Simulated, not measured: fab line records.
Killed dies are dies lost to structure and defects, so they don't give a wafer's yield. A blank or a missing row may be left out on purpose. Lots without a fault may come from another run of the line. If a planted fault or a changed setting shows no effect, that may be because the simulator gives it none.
Matching of chambers :: flow nand-harc :: NHARC_P_M0_PRE_CLEAN_31 on pecvd-01 has 3 sister chambers
The step time 12 s. 16 wafers are shown with their chamber, then 8 later ones without.

## WAFERS PAIRED WITH THEIR CHAMBERS
wafer: L080.3
chamber: 0
heater-power-w (W): 592

wafer: L080.5
chamber: 2
heater-power-w (W): 624

wafer: L080.6
chamber: 0
heater-power-w (W): 589

wafer: L083.1
chamber: 1
heater-power-w (W): 673

wafer: L083.2
chamber: 0
heater-power-w (W): 681

wafer: L083.5
chamber: 0
heater-power-w (W): 683

wafer: L082.2
chamber: 0
heater-power-w (W): 591

wafer: L082.3
chamber: 1
heater-power-w (W): 564

wafer: L082.6
chamber: 2
heater-power-w (W): 568

wafer: L086.2
chamber: 2
heater-power-w (W): 581

wafer: L086.3
chamber: 1
heater-power-w (W): 607

wafer: L086.4
chamber: 2
heater-power-w (W): 583

wafer: L089.2
chamber: 2
heater-power-w (W): 625

wafer: L089.4
chamber: 1
heater-power-w (W): 651

wafer: L089.5
chamber: 2
heater-power-w (W): 623

wafer: L091.3
chamber: 0
heater-power-w (W): 579

SIGNATURES (means of the wafers above)
reading: heater-power-w
chamber 0: 619.17
chamber 1: 623.75
chamber 2: 600.67
scatter within a chamber: 41.5
Rule: distance of a wafer from a chamber = root of the sum over the readings of ((wafer's reading minus chamber's mean) / reading's scatter) squared. If the next closest chamber is less than 2 further off than the closest, the wafer can't be placed; otherwise it belongs to the closest. The scatter: take each reading less its chamber's mean, square it, sum over the shown wafers, divide by the number of wafers less the number of chambers, and take the root.

## WAFERS MISSING THEIR CHAMBER
wafer: L091.4
heater-power-w (W): 595

wafer: L091.6
heater-power-w (W): 604

wafer: L092.2
heater-power-w (W): 639

wafer: L092.4
heater-power-w (W): 654

wafer: L092.5
heater-power-w (W): 582

wafer: L096.1
heater-power-w (W): 557

wafer: L096.4
heater-power-w (W): 549

wafer: L096.6
heater-power-w (W): 561

## THE CHAMBER EACH PASSED THROUGH
wafer: L091.4
from the rows above: can't be placed: 2 or 0 or 1
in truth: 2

wafer: L091.6
from the rows above: can't be placed: 2 or 0 or 1
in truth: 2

wafer: L092.2
from the rows above: can't be placed: 1 or 0 or 2
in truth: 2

wafer: L092.4
from the rows above: can't be placed: 1 or 0 or 2
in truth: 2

wafer: L092.5
from the rows above: can't be placed: 2 or 0 or 1
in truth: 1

wafer: L096.1
from the rows above: can't be placed: 2 or 0 or 1
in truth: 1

wafer: L096.4
from the rows above: can't be placed: 2 or 0 or 1
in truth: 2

wafer: L096.6
from the rows above: can't be placed: 2 or 0 or 1
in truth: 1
Placed correctly: 0 of 8. From these rows, 8 cannot be placed; in 8 the true chamber is one of the candidates. Placed wrongly: 0.
